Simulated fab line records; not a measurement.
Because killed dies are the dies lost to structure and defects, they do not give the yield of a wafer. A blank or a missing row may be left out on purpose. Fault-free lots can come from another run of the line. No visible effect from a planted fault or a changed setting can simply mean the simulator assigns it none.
Matching of chambers + flow n5_finfet + uv_cure-01 running N5_BEOL_M9_CURE_71: 3 sister chambers
The step cures SiCOH lowk, time 240 s. 3 wafers are shown with their chamber, then 12 later ones without.

## EACH WAFER AND ITS CHAMBER
| wafer  | chamber | wafer_temp_C_max |
|--------|---------|------------------|
| L084.6 | 1       | 388.4            |
| L086.5 | 2       | 386.1            |
| L089.6 | 0       | 387.8            |

## WAFERS WHOSE CHAMBER IS MISSING
| wafer  | wafer_temp_C_max |
|--------|------------------|
| L091.1 | 387.8            |
| L091.4 | 388.3            |
| L091.6 | 386.8            |
| L095.1 | 387.6            |
| L095.4 | 388.0            |
| L095.6 | 388.0            |
| L093.1 | 387.3            |
| L093.2 | 385.9            |
| L093.3 | 386.2            |
| L093.4 | 385.9            |
| L093.5 | 386.0            |
| L093.6 | 386.2            |

## CHAMBER TAKEN BY EACH
| wafer  | from the rows above     | in truth                   |
|--------|-------------------------|----------------------------|
| L091.1 | 0                       | 0                          |
| L091.4 | can't be placed: 1 or 0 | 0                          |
| L091.6 | can't be placed: 2 or 0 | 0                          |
| L095.1 | 0                       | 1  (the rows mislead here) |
| L095.4 | can't be placed: 0 or 1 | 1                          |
| L095.6 | can't be placed: 0 or 1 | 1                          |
| L093.1 | 0                       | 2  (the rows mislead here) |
| L093.2 | 2                       | 2                          |
| L093.3 | 2                       | 2                          |
| L093.4 | 2                       | 2                          |
| L093.5 | 2                       | 2                          |
| L093.6 | 2                       | 2                          |
6 of 12 placed correctly. From these rows, 4 cannot be placed; in 4 the true chamber is one of the candidates. Number placed wrongly: 2.
How it was worked out, from the rows above alone: a wafer's distance from a chamber is the root of the sum, over the readings, of the square of ((its reading less the chamber's mean) divided by the reading's scatter). The wafer belongs to the nearest chamber; if the next one is less than 2 further off, it can't be placed. A chamber's mean is the mean of its shown wafers. The scatter: root of mean squared gap, hidden wafer to nearest shown wafer, with one shown wafer a chamber.
